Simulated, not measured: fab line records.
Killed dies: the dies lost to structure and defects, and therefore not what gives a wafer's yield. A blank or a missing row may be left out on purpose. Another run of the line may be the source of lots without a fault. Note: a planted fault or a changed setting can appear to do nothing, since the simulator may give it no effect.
Matching of chambers :: flow n5Finfet :: N5_BEOL_M4_VIA_ETCH_34 on rieDiel-04 has 4 sister chambers
The step etches the open film in C4F6/O2, target depth 69.4 nm, time 65.9 s. 8 wafers are shown with their chamber, then 9 later ones without.

WAFERS PAIRED WITH THEIR CHAMBERS
wafer: L077.6
chamber: 0
throttleValvePct (%): 31.00
showerheadPlenumPTorr (Torr): 2.71

wafer: L085.6
chamber: 1
throttleValvePct (%): 30.97
showerheadPlenumPTorr (Torr): 2.94

wafer: L086.1
chamber: 2
throttleValvePct (%): 30.63
showerheadPlenumPTorr (Torr): 2.77

wafer: L086.2
chamber: 1
throttleValvePct (%): 30.99
showerheadPlenumPTorr (Torr): 2.93

wafer: L086.4
chamber: 3
throttleValvePct (%): 30.51
showerheadPlenumPTorr (Torr): 2.69

wafer: L092.2
chamber: 0
throttleValvePct (%): 31.01
showerheadPlenumPTorr (Torr): 2.70

wafer: L092.5
chamber: 3
throttleValvePct (%): 30.54
showerheadPlenumPTorr (Torr): 2.68

wafer: L092.6
chamber: 2
throttleValvePct (%): 30.65
showerheadPlenumPTorr (Torr): 2.76

WAFERS WITH NO CHAMBER GIVEN
wafer: L095.2
throttleValvePct (%): 31.01
showerheadPlenumPTorr (Torr): 2.93

wafer: L095.4
throttleValvePct (%): 30.55
showerheadPlenumPTorr (Torr): 2.68

wafer: L095.5
throttleValvePct (%): 30.55
showerheadPlenumPTorr (Torr): 2.68

wafer: L096.1
throttleValvePct (%): 30.65
showerheadPlenumPTorr (Torr): 2.76

wafer: L096.2
throttleValvePct (%): 30.55
showerheadPlenumPTorr (Torr): 2.68

wafer: L096.4
throttleValvePct (%): 30.55
showerheadPlenumPTorr (Torr): 2.68

wafer: L097.4
throttleValvePct (%): 31.05
showerheadPlenumPTorr (Torr): 2.69

wafer: L097.5
throttleValvePct (%): 30.95
showerheadPlenumPTorr (Torr): 2.92

wafer: L097.6
throttleValvePct (%): 30.65
showerheadPlenumPTorr (Torr): 2.76

THE CHAMBER EACH PASSED THROUGH
wafer: L095.2
from the rows above: 1
in truth: 1

wafer: L095.4
from the rows above: 3
in truth: 3

wafer: L095.5
from the rows above: 3
in truth: 3

wafer: L096.1
from the rows above: 2
in truth: 2

wafer: L096.2
from the rows above: 3
in truth: 3

wafer: L096.4
from the rows above: 3
in truth: 3

wafer: L097.4
from the rows above: 0
in truth: 0

wafer: L097.5
from the rows above: 1
in truth: 1

wafer: L097.6
from the rows above: 2
in truth: 2
Correct placement for 9 of the 9. Number that these rows cannot place: 0. Placed wrongly: 0.
How it was worked out, from the rows above alone: a wafer's distance from a chamber is the root of the sum, over the readings, of the square of ((its reading less the chamber's mean) divided by the reading's scatter). The wafer belongs to the nearest chamber; if the next one is less than 2 further off, it can't be placed. The mean given for a chamber averages the wafers shown for that chamber. The scatter is the square root of a quotient: the sum, over the shown wafers, of each reading's squared deviation from its chamber's mean, divided by wafers minus chambers.
